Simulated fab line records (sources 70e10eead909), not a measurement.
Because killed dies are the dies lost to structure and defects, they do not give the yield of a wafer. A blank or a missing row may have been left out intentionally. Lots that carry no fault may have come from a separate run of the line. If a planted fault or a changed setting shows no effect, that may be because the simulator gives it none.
2 desks, one fault	flow nand harc	each desk has only its own numbers; what lay behind them comes last

== FROM THE METROLOGY DESK ==
Means of the sampled wafers that have a number, per lot and without regard to the tool the lot ran on: this is what the gauges read. Marked OUT: a lot whose mean sits more than 4 standard deviations from the usual mean, which makes it out of limits; the brackets give that distance.
Columns: A = thk nm at NHARC_A_ONON_D2_THK_MEAS_05, usual 1000 nm; B = thk nm at NHARC_A_ONON_D2_THK_MEAS_30, usual 998 nm
lot	first seen here	A	B
L100	day 12 08:07	994	995
L102	day 13 04:47	1001	992
L101	day 13 04:49	998	1004
L103	day 13 14:47	994	980
L104	day 14 04:44	1573 (+57) OUT	-
L107	day 15 06:51	1569 (+57) OUT	-
L113	day 18 08:41	1004	996
L116	day 19 06:50	987	1005
L119	day 20 02:46	1018	994
L118	day 20 02:54	981	1006
L120	day 20 15:27	987	998
L121	day 20 21:02	988	1015
L123	day 21 23:34	998	1006
This desk's finding: out of limits on L104, L107; first on L104, day 14 04:44 (thk nm at NHARC_A_ONON_D2_THK_MEAS_05). Within limits: L100, L102, L101, L103, L113, L116, L119, L118, L120, L121, L123.

== FOR THE TOOL OWNER'S DESK: pecvd onon-01 ==
The tool's own readings at NHARC_A_ONON_D2_DEP_03 (target thk 1000 nm): means of the sampled wafers that have a number, for each lot that ran on this tool. Marked OUT: a lot whose mean sits more than 4 standard deviations from the usual mean, which makes it out of limits; the brackets give that distance.
Columns: A = nh3 flow sccm at NHARC_A_ONON_D2_DEP_03, usual 500.0 sccm
lot	first seen here	A
L101	day 13 04:20	499.6
L103	day 13 14:20	501.0
L104	day 14 04:13	498.0
L107	day 15 06:19	499.1
L120	day 20 15:04	497.3
This desk found nothing out of limits on any of the 5 lots.

== ALL TOGETHER ==
On L104, L107, the metrology desk was in a position to raise an alarm at day 14 04:44.
The desk of the tool owner found nothing out of limits.
The tool owner's desk has L104, L107 on record, within its limits.
Of the lots named, all ran NHARC_A_ONON_D2_DEP_03 on pecvd onon-01.

== WHAT THE SIMULATOR HAD INSERTED ==
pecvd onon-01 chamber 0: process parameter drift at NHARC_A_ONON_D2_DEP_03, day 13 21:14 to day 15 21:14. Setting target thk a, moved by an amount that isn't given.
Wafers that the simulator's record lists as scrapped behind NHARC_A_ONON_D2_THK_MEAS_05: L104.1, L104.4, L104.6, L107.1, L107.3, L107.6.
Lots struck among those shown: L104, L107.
Time in hours between the start of the fault and the first out-of-limits reading at each desk: metrology desk, 7.
